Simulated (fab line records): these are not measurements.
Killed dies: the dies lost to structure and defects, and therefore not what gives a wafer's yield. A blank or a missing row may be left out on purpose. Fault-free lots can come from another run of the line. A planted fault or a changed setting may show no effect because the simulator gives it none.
Split-lot experiment -- flow n5-finfet -- 21 wafers read from 7 lots, route of 1938 steps

== ABOUT THE SPLIT ==
At N5_BEOL_M11_TRENCH_ETCH_37 (etches SiCOH lowk in C4F6/O2, target depth 148.83 nm, time 48 s), the setting time-s was moved away from the recipe's 48 s on 7 of the 21 wafers read, by -18.3% to +15.4%. All remaining wafers had this setting at the recipe value.

== FROM THE SPLIT TO THE READING: what the file shows between them, 12 steps ==
- N5_BEOL_M11_ETCH_41: etches SiCN in CH3F/O2, target depth 42.6 nm, time 86 s
- N5_BEOL_M11_STRIP_77: strips in N2/H2, time 10 s
- N5_BEOL_M11_OCD_MEAS_38
- N5_BEOL_M11_ALD_74: deposits TaN, target thk 2 nm, pulse time 2 s, purge time 3 s (also split here: ald-cycles)
- N5_BEOL_M11_SURFACE_TREAT_76
- N5_BEOL_M11_CVD_75: deposits Co from CCTBA/H2, target thk 2 nm, time 138.9 s
- N5_BEOL_M11_ECD_50: material Cu, target thk 318 nm
- N5_BEOL_M11_ANNEAL_51: time 90 s
- N5_BEOL_M11_CMP_52: polishes, stops on SiCOH lowk, t overpolish 7 s, target thk 140 nm
- N5_BEOL_M11_THK_MEAS_53: measures by xrf
- N5_BEOL_M11_PRE_CLEAN_55: time 15 s
- N5_BEOL_M11_DEP_56: deposits SiCN from 3MS/NH3, target thk 30 nm, time 10.5 s

== THE READING ==
M11_RS (ohm/sq), read at N5_BEOL_M11_RS_MEAS_57 with a four-point probe. On this fab line, fault-free wafers typically give 0.151 ohm/sq with a standard deviation of 0.0052 ohm/sq.

wafer,"tool, chamber at the split","time-s as run, s",against the recipe,"M11_RS, ohm/sq",against lot-mates on the recipe
L078.1,"rie-diel-05, 2",55.4,+15.4%,0.130,-0.020
L078.2,"rie-diel-05, 0",48,recipe,0.145,-
L078.3,"rie-diel-05, 3",48,recipe,0.155,-
L081.1,"rie-diel-02, 0",48,recipe,0.153,-
L081.3,"rie-diel-02, 3",48,recipe,0.143,-
L081.6,"rie-diel-02, 3",48,recipe,0.149,-
L089.3,"rie-diel-02, 1",45.01,-6.2%,0.164,+0.012
L089.5,"rie-diel-02, 3",48,recipe,0.150,-
L089.6,"rie-diel-02, 2",48,recipe,0.155,-
L090.1,"rie-diel-02, 1",48,recipe,0.146,-
L090.5,"rie-diel-02, 0",48,recipe,0.150,-
L090.6,"rie-diel-02, 3",48,recipe,0.150,-
L096.1,"rie-diel-02, 1",48,recipe,0.145,-
L096.2,"rie-diel-02, 3",48,recipe,0.145,-
L096.4,"rie-diel-02, 2",43.43,-9.5%,0.174,+0.029
L094.1,"rie-diel-05, 3",39.22,-18.3%,0.202,+0.051
L094.2,"rie-diel-05, 2",39.22,-18.3%,0.196,+0.045
L094.5,"rie-diel-05, 2",48,recipe,0.151,-
L097.1,"rie-diel-02, 0",51.65,+7.6%,0.141,-0.002
L097.2,"rie-diel-02, 1",51.65,+7.6%,0.132,-0.011
L097.3,"rie-diel-02, 3",48,recipe,0.143,-

THE FIT
A straight line over all 21 wafers: M11_RS changes by -0.00226 ohm/sq for each +1% of time-s; r = -0.95; the points scatter about the line by 0.0059 ohm/sq.
The same after taking each lot's own level away (the mean of its wafers on the recipe; 21 wafers): -0.00213 ohm/sq for each +1%; r = -0.94; scatter 0.0057 ohm/sq.
On that fit, the largest move of time-s shifts the reading by 0.039 ohm/sq.
From 0.1430 to 0.1525 ohm/sq: that is the span of the lots' own levels, equal to 1.8 times the standard deviation above.
The two slopes agree, so the slope changes little with the lot-to-lot level.
Check: +0.0374 ohm/sq against its lot-mates is what the line predicts for one of the wafers moved furthest among these (-18.3%) when that wafer is left out of the fit. It came out at +0.051 ohm/sq against them.

== OTHER SPLITS APPLIED TO THESE WAFERS ==
Other splits were also applied to these wafers ahead of the reading. Each is held against what the fit with the lots' levels taken away leaves over:
other split on the same wafers,wafers away from the commonest value,r with M11_RS (lot level and that fit taken away)
N5_BEOL_M9_COAT_64 spin-rpm,11,+0.16
N5_BEOL_M10_PEB_26 peb-time-s,8,+0.07
N5_BEOL_M11_COAT_22 spin-rpm,6,-0.16
N5_BEOL_M11_ALD_74 ald-cycles,9,-0.13

== THE WHOLE CHAIN: every reading that the file lists as answering this split, in the file's order ==
step,what it does,reading,change (the file's fit),r (the file's)
N5_BEOL_M11_TRENCH_ETCH_37,"etches SiCOH lowk in C4F6/O2, target depth 148.83 nm, time 48 s","etch.depth-nm (the simulator's own value, which no gauge read)",+1.57 nm for each +1% of the setting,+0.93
N5_BEOL_M11_TRENCH_ETCH_37,"etches SiCOH lowk in C4F6/O2, target depth 148.83 nm, time 48 s","BEOL_M11.feature-depth-nm (the simulator's own value, which no gauge read)",+1.56 nm for each +1% of the setting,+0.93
N5_BEOL_M11_OCD_MEAS_38,,trench-depth-nm,+1.58 nm for each +1% of the setting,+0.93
N5_BEOL_M11_CMP_52,"polishes, stops on SiCOH lowk, t overpolish 7 s, target thk 140 nm","Cu_of_BEOL_M11_ECD_50.thk-nm (the simulator's own value, which no gauge read)",+1.54 nm for each +1% of the setting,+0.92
N5_BEOL_M11_THK_MEAS_53,measures by xrf,M11_THK,+1.6 for each +1% of the setting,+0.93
N5_BEOL_M11_RS_MEAS_57,measures by four-point-probe,M11_RS,-0.00208 for each +1% of the setting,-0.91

== THE FILE'S OWN FIT ==
M11_RS changes by -0.00208 ohm/sq for each +1% of time-s, r = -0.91.
